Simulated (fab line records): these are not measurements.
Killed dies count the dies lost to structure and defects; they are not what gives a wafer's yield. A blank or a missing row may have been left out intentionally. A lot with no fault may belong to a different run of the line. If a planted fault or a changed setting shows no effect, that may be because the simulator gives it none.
fab line records | flow nand_harc
record: lots: 24 wafers: 72 last_day: 24
route steps=1159 shown P_CONTACT@235 P_M0@263
lots that met no fault: taken from a fault-free run of the same line
start_h: the number of hours between the record's first day and the start of the first shown wafer of the lot | wait_h: hours from the lot's prior step to this one | " repeats the value in the row above | L1.1+2: several wafers, shown together as one row | - value missing, or start not given | * or withheld: withheld | < > ~ a bound
route shown NAME@n: NAME is a module with steps in the file, n the number in the route of the first one | usual: mean and standard deviation over wafers with no fault | same: alike in all rows | chamber/n: place in a boat | sites: the reading at each site | _std_site: how widely they spread, as a standard deviation | _edge_site: the outer-site mean with the inner-site mean subtracted | radius_mm: how far each site lies from the wafer's centre | mask NAME#n: copy n | behind: the last tool/chamber to shape the wafer | hold: what put the lot on hold/how long, in hours/how the hold closed | device: the n, p or np transistor that did not switch | end of line: at the end of the route, the tests of the same wafers | a step without rows: its recipe alone | killed: count of dies lost to structure and defects at first sort (not the wafer's yield) | map: dies across one wafer; x = killed, . = not, _ = none there
set.NAME: the setting as run; set.NAME@STEP: as run at that earlier step | model.NAME: the simulator's own value behind a step, which no gauge read
steps of the route over a sample of lots; a table a step, a row a wafer
services: the hour from which a tool's chamber was out of use, counted from the record's first day as start_h (under 0 if before that day), plus the number of hours and why
== steps ==
step: NHARC_P_CONTACT_DESCUM_17
recipe: time_s: 3 o2_flow_sccm: 200 ar_flow_sccm: 0 bias_power_w: 0 chemistry: O2
usual: drypump_motor_current_A: 5.8/0.44 oes_product_au: 1.003/0.01 rf_vpp_V: 58.0/0.83 showerhead_plenum_p_Torr: 1.94/0.069 throttle_valve_pct: 11.311/0.0093
columns lot.wafer tool chamber start_h wait_h drypump_motor_current_A oes_product_au rf_hours_counter_h rf_vpp_V showerhead_plenum_p_Torr throttle_valve_pct
L074.3 rie_diel-04 1 111.33 0.1 6.0 0.998 16 59.3 2.02 11.324
L074.1 " 2 " " 5.6 0.993 15 57.7 2.04 11.324
L074.2 " 3 " " 6.2 0.987 16 58.5 2.00 11.305
L076.2 rie_diel-10 3 116.66 0.1 6.0 0.998 9 56.5 1.84 11.314
L076.3 " 1 " " 6.1 0.996 10 58.3 1.90 11.310
L076.1 " 2 " " 5.5 1.000 10 59.0 1.93 11.319
L075.2 rie_diel-07 1 116.93 0.1 6.6 0.983 20 58.0 1.92 11.303
L075.3 " 2 " " 6.1 0.979 20 58.4 1.89 11.297
L075.5 " 2 " " 6.1 0.987 - 57.2 1.89 11.313
L077.2 rie_diel-07 3 117.94 0.1 5.1 0.983 21 58.0 1.94 11.303
L077.3 " 1 " " 6.6 1.004 20 57.9 1.92 11.312
L077.5 " 2 " " 6.2 0.996 - 59.3 1.89 11.295
L078.2 rie_diel-04 2 135.59 0.1 5.6 1.008 1 59.0 2.04 11.318
L078.4 " 2 " " 5.6 1.005 - 59.4 2.04 11.316
L078.5 " 0 " " 4.8 1.019 - 58.1 1.96 11.308
L079.2 rie_diel-04 3 136.09 0.1 6.2 1.007 1 58.5 2.00 11.316
L079.6 " 3 " " 6.2 1.003 - 58.3 2.00 11.309
L079.5 " 0 " " 4.8 0.998 - 57.1 1.96 11.302
L080.1 rie_diel-04 2 141.58 0.1 5.6 0.998 3 57.9 2.04 11.321
L080.2 " 3 " " 6.2 1.001 2 58.8 2.00 11.324
L080.4 " 3 " " 6.2 1.001 - 57.1 2.00 11.302
L081.3 rie_diel-10 3 149.90 0.1 6.0 1.000 13 58.6 1.84 11.299
L081.6 " 1 " " 6.1 0.996 - 58.1 1.90 11.321
L081.5 " 2 " " 5.5 0.989 - 58.9 1.92 11.300
L082.4 rie_diel-10 0 156.70 0.1 5.8 1.001 14 57.9 1.86 11.325
L082.1 " 1 " " 6.1 1.008 14 57.1 1.90 11.308
L082.5 " 3 " " 6.0 1.007 - 56.6 1.84 11.302
L083.1 rie_diel-04 3 164.87 0.1 6.2 1.006 6 58.5 2.00 11.325
L083.5 " 2 " " 5.6 1.014 - 58.9 2.04 11.316
L083.6 " 3 " " 6.2 1.013 - 58.4 2.00 11.315
L085.2 rie_diel-04 0 169.00 0.1 4.8 0.999 6 58.4 1.96 11.308
L085.3 " 1 " " 5.9 1.025 2 56.4 2.02 11.303
L085.5 " 0 " " 4.8 1.003 - 59.1 1.96 11.319
L084.4 rie_diel-10 1 169.80 0.1 6.1 1.005 15 58.8 1.90 11.313
L084.5 " 3 " " 6.0 1.001 - 59.0 1.84 11.321
L084.6 " 0 " " 5.9 0.998 - 57.8 1.86 11.322
L086.2 rie_diel-10 3 187.88 0.1 6.0 1.009 1 57.3 1.84 11.310
L086.3 " 0 " " 5.8 1.003 1 57.4 1.86 11.317
L086.1 " 2 " " 5.5 0.979 1 56.6 1.92 11.305
L087.3 rie_diel-10 0 188.99 0.1 5.8 0.994 1 57.6 1.86 11.302
L087.5 " 3 " " 6.0 1.020 - 59.1 1.84 11.304
L087.6 " 0 " " 5.8 1.005 - 58.0 1.86 11.337
L088.3 rie_diel-04 0 202.07 0.1 4.8 1.004 8 58.8 1.96 11.319
L088.5 " 1 " " 5.9 1.011 - 58.8 2.02 11.297
L088.6 " 2 " " 5.6 1.014 - 57.1 2.04 11.310
L089.3 rie_diel-04 1 202.49 0.1 5.9 1.002 5 58.9 2.01 11.320
L089.2 " 2 " " 5.6 1.007 9 59.2 2.04 11.296
L089.5 " 2 " " 5.6 1.006 - 59.3 2.04 11.300
L091.1 rie_diel-04 2 213.77 0.1 5.6 1.017 10 58.9 2.04 11.295
L091.3 " 0 " " 4.8 1.000 10 57.3 1.95 11.318
L091.4 " 1 " " 5.9 1.012 6 59.0 2.01 11.308
L090.4 rie_diel-10 1 214.53 0.1 6.1 1.003 4 56.8 1.90 11.303
L090.1 " 2 " " 5.4 0.996 4 56.9 1.92 11.320
L090.5 " 0 " " 5.8 1.000 - 56.8 1.86 11.303
L092.2 rie_diel-04 0 217.75 0.1 4.8 1.007 11 57.5 1.95 11.321
L092.1 " 1 " " 5.9 1.008 7 59.4 2.01 11.301
L092.4 " 2 " " 5.7 1.022 11 59.4 2.04 11.315
L093.1 rie_diel-10 1 219.98 0.1 6.1 0.990 5 56.8 1.90 11.322
L093.3 " 2 " " 5.5 0.978 4 58.5 1.92 11.313
L093.6 " 2 " " 5.5 0.974 - 58.1 1.92 11.325
L094.3 rie_diel-10 1 229.58 0.1 6.1 1.004 6 58.1 1.90 11.309
L094.2 " 2 " " 5.4 0.994 5 57.8 1.92 11.314
L094.4 " 0 " " 5.8 1.010 5 56.4 1.86 11.308
L095.3 rie_diel-04 2 239.64 0.1 5.6 1.001 13 58.0 2.04 11.311
L095.6 " 1 " " 5.9 1.002 - 58.3 2.01 11.307
L095.5 " 2 " " 5.6 1.019 - 57.5 2.04 11.306
L096.1 rie_diel-04 0 243.02 0.1 4.8 0.998 13 58.7 1.95 11.307
L096.6 " 3 " " 6.2 1.006 - 58.3 2.00 11.316
L096.5 " 0 " " 4.8 1.007 - 56.8 1.95 11.300
L097.3 rie_diel-10 0 243.95 0.1 5.8 1.013 7 59.5 1.86 11.309
L097.2 " 1 " " 6.1 0.995 8 59.0 1.90 11.300
L097.1 " 2 " " 5.5 0.992 7 58.2 1.92 11.312
step: NHARC_P_CONTACT_CMP_24
recipe: t_overpolish_s: 30 target_thk_nm: 200
usual: motor_current_A: 12.1/1.1 overpolish_run_s: 30.000/0.008 pad_life_wafers: 196/140 time_to_endpoint_s: 41/3.3
same: t_overpolish_s: 30
columns lot.wafer tool chamber start_h wait_h motor_current_A overpolish_run_s pad_life_wafers time_to_endpoint_s
L074.2 cmp-04 3 117.48 0.6 13.3 30.009 48 44
L074.3 " 1 " " 9.6 30.005 50 43
L074.1 " 2 " " 11.0 29.993 51 38
L076.3 cmp-04 0 124.10 0.3 11.2 29.994 79 41
L076.1 " 1 " " 9.8 30.002 80 46
L076.2 " 2 " " 11.2 29.993 81 36
L075.3 cmp-01 1 127.71 0.3 12.6 29.988 85 35
L075.2 " 3 " " 12.7 30.010 87 38
L075.5 " 0 " " 10.7 30.000 - 43
L077.2 cmp-01 3 128.91 0.6 12.3 29.989 103 42
L077.3 " 0 " " 10.5 29.996 104 43
L077.5 " 2 " " 14.2 30.001 - 36
L078.2 cmp-01 3 142.84 0.5 11.9 29.990 193 40
L078.4 " 0 " " 10.5 29.995 194 41
L078.5 " 3 " " 11.7 30.009 - 39
L079.2 cmp-01 1 143.35 0.5 13.4 30.010 198 37
L079.5 " 1 " " 13.7 30.011 - 35
L079.6 " 2 " " 13.4 29.991 - 34
L080.1 cmp-01 0 144.41 0.5 10.2 30.002 210 41
L080.4 " 1 " " 14.2 30.000 211 36
L080.2 " 2 " " 13.4 30.004 212 34
L081.3 cmp-02 1 152.64 0.4 12.8 29.997 109 42
L081.5 " 0 " " 12.2 29.993 - 42
L081.6 " 1 " " 13.9 29.997 - 39
L082.4 cmp-01 2 161.07 0.3 13.5 30.000 324 36
L082.1 " 1 " " 13.7 30.011 327 37
L082.5 " 3 " " 11.9 30.000 - 40
L083.1 cmp-04 0 167.72 0.5 11.1 29.994 315 43
L083.5 " 1 " " 9.9 29.989 - 47
L083.6 " 2 " " 10.6 29.996 - 38
L085.3 cmp-04 3 176.78 0.4 13.3 29.997 366 46
L085.2 " 0 " " 11.1 30.014 367 43
L085.5 " 0 " " 11.5 29.997 - 43
L084.4 cmp-02 0 177.01 0.4 12.4 30.008 223 43
L084.6 " 3 " " 12.7 29.993 - 43
L084.5 " 0 " " 11.8 29.993 - 45
L086.3 cmp-04 2 190.55 0.4 11.2 29.996 438 40
L086.2 " 0 " " 11.6 30.004 440 42
L086.1 " 1 " " 10.0 29.992 441 46
L087.3 cmp-02 3 191.70 0.3 12.2 29.995 301 43
L087.6 " 2 " " 13.3 30.002 - 45
L087.5 " 3 " " 11.7 29.995 - 44
L088.3 cmp-04 3 211.41 0.4 12.4 30.000 19 41
L088.5 " 2 " " 11.3 29.997 - 37
L088.6 " 3 " " 12.3 29.994 - 43
L089.2 cmp-02 1 213.47 0.5 13.3 29.996 439 41
L089.3 " 2 " " 13.1 29.998 440 41
L089.5 " 0 " " 11.9 30.005 - 41
L091.1 cmp-04 0 216.50 0.6 11.0 29.998 48 38
L091.3 " 1 " " 9.7 30.007 49 43
L091.4 " 3 " " 12.8 30.001 51 44
L090.4 cmp-01 1 217.30 0.3 13.5 30.012 20 36
L090.1 " 2 " " 13.4 30.009 21 36
L090.5 " 0 " " 10.5 29.990 - 45
L092.4 cmp-01 3 220.43 0.4 12.2 29.992 36 35
L092.1 " 0 " " 11.0 30.010 37 44
L092.2 " 1 " " 13.3 29.990 38 34
L093.1 cmp-02 0 222.65 0.5 12.5 29.999 498 45
L093.3 " 3 " " 12.3 29.996 501 41
L093.6 " 0 " " 12.3 30.011 - 41
L094.2 cmp-04 0 234.22 0.6 12.0 29.993 175 38
L094.4 " 1 " " 9.7 30.007 176 42
L094.3 " 2 " " 10.6 29.998 177 37
L095.3 cmp-02 2 245.45 0.3 12.2 30.015 102 44
L095.5 " 2 " " 12.7 30.018 - 43
L095.6 " 3 " " 12.7 29.996 - 40
L096.1 cmp-04 2 246.43 0.6 12.0 30.004 222 38
L096.6 " 2 " " 11.4 30.004 - 37
L096.5 " 3 " " 12.6 29.995 - 42
L097.1 cmp-02 0 251.23 0.6 12.1 29.988 133 46
L097.2 " 1 " " 13.2 30.002 134 43
L097.3 " 2 " " 12.6 30.002 135 43
step: NHARC_P_M0_CD_MEAS_09
recipe: target_cd_nm: 90 landing_energy_ev: 500
usual: cd_nm: 89.7/0.56
columns lot.wafer tool chamber start_h wait_h cd_nm
L074.1 cd_sem-02 0 118.79 - 88.7
L074.2 " 0 " " 89.8
L074.3 " 0 " " 89.1
L076.1 cd_sem-03 0 125.55 - 89.4
L076.2 " 0 " " 89.3
L076.3 " 0 " " 89.8
L075.2 cd_sem-03 0 128.99 - 89.2
L075.3 " 0 " " 89.0
L075.5 " 0 " " 89.7
L077.2 cd_sem-03 0 130.19 - 91.0
L077.3 " 0 " " 89.6
L077.5 " 0 " " 90.9
L078.2 cd_sem-02 0 144.00 - 90.0
L078.4 " 0 " " 90.0
L078.5 " 0 " " 88.6
L079.2 cd_sem-01 0 144.66 - 89.6
L079.5 " 0 " " 89.4
L079.6 " 0 " " 89.5
L080.1 cd_sem-02 0 145.72 - 90.4
L080.2 " 0 " " 89.8
L080.4 " 0 " " 89.9
L081.3 cd_sem-02 0 153.95 - 90.6
L081.5 " 0 " " 90.3
L081.6 " 0 " " 89.9
L082.1 cd_sem-02 0 162.38 - 89.4
L082.4 " 0 " " 89.5
L082.5 " 0 " " 90.0
L083.1 cd_sem-02 0 168.95 - 90.0
L083.5 " 0 " " 89.9
L083.6 " 0 " " 90.0
L085.2 cd_sem-03 0 177.98 - 89.0
L085.3 " 0 " " 89.6
L085.5 " 0 " " 88.6
L084.4 cd_sem-02 0 178.30 - 91.4
L084.5 " 0 " " 90.1
L084.6 " 0 " " 90.8
L086.1 cd_sem-03 0 191.88 - 89.5
L086.2 " 0 " " 90.2
L086.3 " 0 " " 89.6
L087.3 cd_sem-03 0 192.99 - 89.4
L087.5 " 0 " " 89.9
L087.6 " 0 " " 90.0
L088.3 cd_sem-02 0 212.70 - 89.8
L088.5 " 0 " " 90.1
L088.6 " 0 " " 89.8
L089.2 cd_sem-03 0 214.75 - 89.9
L089.3 " 0 " " 89.8
L089.5 " 0 " " 89.4
L091.1 cd_sem-03 0 217.81 - 89.6
L091.3 " 0 " " 89.2
L091.4 " 0 " " 89.0
L090.1 cd_sem-02 0 218.55 - 90.2
L090.4 " 0 " " 90.0
L090.5 " 0 " " 89.3
L092.1 cd_sem-01 0 221.76 - 89.1
L092.2 " 0 " " 89.0
L092.4 " 0 " " 89.7
L093.1 cd_sem-03 0 223.98 - 89.5
L093.3 " 0 " " 89.5
L093.6 " 0 " " 88.5
L094.2 cd_sem-01 0 235.50 - 90.2
L094.3 " 0 " " 90.0
L094.4 " 0 " " 89.2
L095.3 cd_sem-02 0 246.77 - 90.0
L095.5 " 0 " " 89.9
L095.6 " 0 " " 89.6
L096.1 cd_sem-03 0 247.62 - 89.4
L096.5 " 0 " " 90.1
L096.6 " 0 " " 89.5
L097.1 cd_sem-02 0 252.51 - 89.4
L097.2 " 0 " " 89.4
L097.3 " 0 " " 89.6
step: NHARC_P_M0_PRE_CLEAN_29
recipe: time_s: 30 temp_c: 280 gas: H2/He
usual: heater_power_w: 418/41
columns lot.wafer tool chamber start_h wait_h heater_power_w
L074.1 pvd_sputter-02 - - - 504
L074.2 " - " " 377
L074.3 " - " " 480
L076.1 pvd_sputter-02 - - - 487
L076.2 " - " " 377
L076.3 " - " " 479
L075.2 pvd_sputter-03 - - - 486
L075.3 " - " " 436
L075.5 " - " " 382
L077.2 pvd_sputter-03 - - - 420
L077.3 " - " " 390
L077.5 " - " " 432
L078.2 pvd_sputter-02 - - - 471
L078.4 " - " " 388
L078.5 " - " " 379
L079.2 pvd_sputter-03 - - - 444
L079.5 " - " " 427
L079.6 " - " " 417
L080.2 pvd_sputter-01 - - - 382
L080.1 " - " " 377
L080.4 " - " " 417
L081.3 pvd_sputter-01 - - - 374
L081.5 " - " " 378
L081.6 " - " " 377
L082.1 pvd_sputter-03 - - - 432
L082.4 " - " " 408
L082.5 " - " " 442
L083.1 pvd_sputter-03 - - - 478
L083.5 " - " " 433
L083.6 " - " " 423
L085.3 pvd_sputter-01 - - - 436
L085.2 " - " " 393
L085.5 " - " " 442
L084.4 pvd_sputter-02 - - - 387
L084.6 " - " " 392
L084.5 " - " " 489
L086.3 pvd_sputter-03 - - - 468
L086.2 " - " " 388
L086.1 " - " " 409
L087.3 pvd_sputter-01 - - - 449
L087.6 " - " " 348
L087.5 " - " " 391
L088.3 pvd_sputter-03 - - - 432
L088.6 " - " " 416
L088.5 " - " " 472
L089.3 pvd_sputter-01 - - - 356
L089.2 " - " " 390
L089.5 " - " " 436
L091.1 pvd_sputter-03 - - - 441
L091.3 " - " " 426
L091.4 " - " " 474
L090.1 pvd_sputter-03 - - - 469
L090.4 " - " " 398
L090.5 " - " " 389
L092.2 pvd_sputter-01 - - - 389
L092.1 " - " " 405
L092.4 " - " " 438
L093.1 pvd_sputter-01 - - - 389
L093.3 " - " " 389
L093.6 " - " " 398
L094.3 pvd_sputter-03 - - - 394
L094.4 " - " " 445
L094.2 " - " " 428
L095.3 pvd_sputter-02 - - - 506
L095.5 " - " " 490
L095.6 " - " " 377
L096.1 pvd_sputter-01 - - - 402
L096.5 " - " " 362
L096.6 " - " " 389
L097.1 pvd_sputter-02 - - - 458
L097.3 " - " " 506
L097.2 " - " " 373
step: NHARC_P_M0_CMP_23
recipe: t_overpolish_s: 20 target_thk_nm: 117.53
usual: motor_current_A: 11.4/1.2 pad_life_wafers: 241/130 time_to_endpoint_s: 29/3.2
same: t_overpolish_s: 20
columns lot.wafer tool chamber start_h wait_h motor_current_A pad_life_wafers time_to_endpoint_s
L074.1 cmp-03 0 121.02 - 11.9 192 23
L074.2 " 1 " " 10.2 193 24
L074.3 " 3 " " 11.7 195 26
L076.3 cmp-03 3 127.77 - 11.8 240 29
L076.2 " 1 " " 9.8 242 29
L076.1 " 2 " " 8.8 243 27
L075.3 cmp-04 2 131.18 - 10.7 126 25
L075.2 " 0 " " 11.4 128 26
L075.5 " 2 " " 10.7 - 25
L077.3 cmp-03 2 132.43 - 8.8 289 25
L077.2 " 0 " " 12.5 291 25
L077.5 " 2 " " 9.1 - 27
L078.4 cmp-03 1 146.29 - 10.2 355 33
L078.2 " 2 " " 9.1 356 31
L078.5 " 0 " " 11.7 - 28
L079.2 cmp-02 0 146.95 - 12.2 69 32
L079.5 " 1 " " 13.3 - 29
L079.6 " 2 " " 12.4 - 33
L080.4 cmp-04 3 147.93 - 13.1 216 29
L080.1 " 1 " " 9.9 218 33
L080.2 " 2 " " 10.9 219 24
L081.3 cmp-04 1 156.19 - 9.9 253 33
L081.6 " 0 " " 11.3 - 30
L081.5 " 1 " " 10.0 - 36
L082.1 cmp-04 2 164.80 - 11.2 301 28
L082.4 " 3 " " 13.1 302 34
L082.5 " 1 " " 10.2 - 34
L083.1 cmp-03 3 171.14 - 12.3 468 31
L083.6 " 3 " " 12.0 - 30
L083.5 " 0 " " 11.9 - 24
L085.3 cmp-02 1 180.19 - 13.2 247 30
L085.2 " 2 " " 13.6 248 32
L085.5 " 0 " " 11.5 - 32
L084.4 cmp-04 0 180.56 - 11.4 398 31
L084.5 " 2 " " 11.3 - 25
L084.6 " 3 " " 12.4 - 31
L086.1 cmp-02 3 194.07 - 12.0 306 31
L086.2 " 0 " " 11.8 307 32
L086.3 " 2 " " 12.4 309 31
L087.3 cmp-02 1 195.19 - 13.1 313 25
L087.6 " 0 " " 12.4 - 30
L087.5 " 1 " " 12.8 - 27
L088.3 cmp-04 0 214.92 - 11.3 43 25
L088.6 " 3 " " 13.1 - 28
L088.5 " 0 " " 11.7 - 25
L089.3 cmp-04 3 216.94 - 12.8 54 33
L089.2 " 2 " " 11.5 57 25
L089.5 " 3 " " 12.8 - 34
L091.1 cmp-03 1 220.12 - 10.1 240 26
L091.4 " 3 " " 11.6 242 30
L091.3 " 0 " " 11.9 243 24
L090.1 cmp-04 1 220.96 - 9.6 72 34
L090.4 " 3 " " 12.9 74 33
L090.5 " 1 " " 10.0 - 35
L092.2 cmp-04 2 224.08 - 10.5 97 26
L092.1 " 3 " " 12.5 98 31
L092.4 " 0 " " 11.4 99 29
L093.1 cmp-02 0 226.23 - 12.4 523 34
L093.3 " 1 " " 13.8 524 28
L093.6 " 0 " " 12.1 - 30
L094.4 cmp-03 1 237.73 - 10.5 348 28
L094.2 " 2 " " 8.4 349 33
L094.3 " 0 " " 11.7 351 28
L095.3 cmp-02 1 249.01 - 12.4 122 28
L095.6 " 3 " " 12.1 - 27
L095.5 " 0 " " 12.5 - 31
L096.1 cmp-04 0 249.81 - 11.5 234 27
L096.5 " 0 " " 11.6 - 26
L096.6 " 1 " " 10.0 - 32
L097.3 cmp-04 0 254.72 - 11.6 258 28
L097.2 " 1 " " 10.1 259 33
L097.1 " 3 " " 12.5 261 35
step: NHARC_P_M0_DEP_32
recipe: target_thk_a: 300 temp_c: 370 target_thk_nm: 30 pressure_torr: 3 flow_sccm: 200 rf_w: 450 material: SiCN
usual: heater_power_w: 588/66
columns lot.wafer tool chamber start_h wait_h heater_power_w
L074.1 pecvd-02 2 121.64 0.1 661
L074.3 " 0 " " 550
L074.2 " 1 " " 547
L076.3 pecvd-02 0 128.38 0.1 506
L076.1 " 1 " " 486
L076.2 " 2 " " 666
L075.2 pecvd-03 1 132.08 0.1 664
L075.3 " 2 " " 533
L075.5 " 1 " " 654
L077.2 pecvd-02 1 133.15 0.1 556
L077.3 " 2 " " 573
L077.5 " 2 " " 570
L078.2 pecvd-01 1 146.92 0.1 617
L078.4 " 1 " " 507
L078.5 " 0 " " 550
L079.2 pecvd-02 2 147.53 0.1 574
L079.5 " 1 " " 599
L079.6 " 2 " " 581
L080.2 pecvd-03 1 148.77 0.1 732
L080.1 " 2 " " 565
L080.4 " 0 " " 588
L081.3 pecvd-03 0 156.87 0.1 652
L081.6 " 1 " " 731
L081.5 " 2 " " 566
L082.1 pecvd-03 1 165.50 0.1 716
L082.5 " 1 " " 694
L082.4 " 0 " " 632
L083.1 pecvd-02 1 171.76 0.1 566
L083.6 " 1 " " 555
L083.5 " 0 " " 496
L085.3 pecvd-01 1 180.82 0.1 627
L085.2 " 2 " " 656
L085.5 " 2 " " 669
L084.6 pecvd-02 2 181.25 0.2 589
L084.4 " 0 " " 576
L084.5 " 1 " " 526
L086.2 pecvd-03 0 194.69 0.1 565
L086.3 " 1 " " 652
L086.1 " 2 " " 542
L087.3 pecvd-02 2 195.78 0.1 709
L087.6 " 2 " " 707
L087.5 " 0 " " 486
L088.3 pecvd-02 1 215.55 0.1 488
L088.6 " 0 " " 596
L088.5 " 2 " " 685
L089.2 pecvd-03 2 217.60 0.1 536
L089.3 " 0 " " 649
L089.5 " 2 " " 547
L091.1 pecvd-03 0 220.79 0.1 598
L091.3 " 1 " " 648
L091.4 " 1 " " 648
L090.1 pecvd-03 2 221.67 0.1 557
L090.4 " 1 " " 615
L090.5 " 2 " " 560
L092.2 pecvd-02 0 224.67 0.1 542
L092.1 " 1 " " 555
L092.4 " 0 " " 565
L093.1 pecvd-02 1 227.07 0.1 555
L093.3 " 0 " " 563
L093.6 " 0 " " 572
L094.3 pecvd-02 2 238.39 0.1 616
L094.2 " 0 " " 520
L094.4 " 0 " " 514
L095.3 pecvd-03 0 249.62 0.1 613
L095.6 " 0 " " 636
L095.5 " 1 " " 651
L096.1 pecvd-03 2 250.43 0.1 506
L096.6 " 2 " " 499
L096.5 " 1 " " 683
L097.3 pecvd-01 2 255.34 0.1 563
L097.2 " 0 " " 639
L097.1 " 1 " " 605
== services ==
columns tool chamber start_h hours kind
pecvd-03 - 88.95 1.8 repair
rie_diel-10 2 92.99 6.9 repair
pvd_sputter-03 - 102.00 10.0 pm
rie_diel-10 3 104.98 9.9 repair
cmp-04 - 105.00 4.0 pm
cmp-01 - 111.23 4.0 pm
pecvd-03 - 111.42 13.0 pm
rie_diel-04 - 111.92 9.0 pm
cmp-02 - 125.97 1.7 repair
cmp-02 - 128.54 4.0 pm
rie_diel-04 1 129.67 19.8 repair
pvd_sputter-01 - 131.36 2.0 repair
cmp-02 - 141.39 0.4 repair
pvd_sputter-01 - 143.99 1.0 repair
pecvd-02 - 153.00 13.0 pm
cmp-02 - 154.22 0.3 repair
pvd_sputter-01 - 158.07 10.0 pm
rie_diel-10 - 176.50 9.0 pm
rie_diel-10 0 201.07 1.8 repair
cmp-04 - 203.00 4.0 pm
cmp-01 - 206.84 3.2 repair
cmp-01 - 210.06 4.0 pm
cmp-02 - 226.54 4.0 pm
cmp-04 - 238.08 2.6 repair
== key ==
fault none
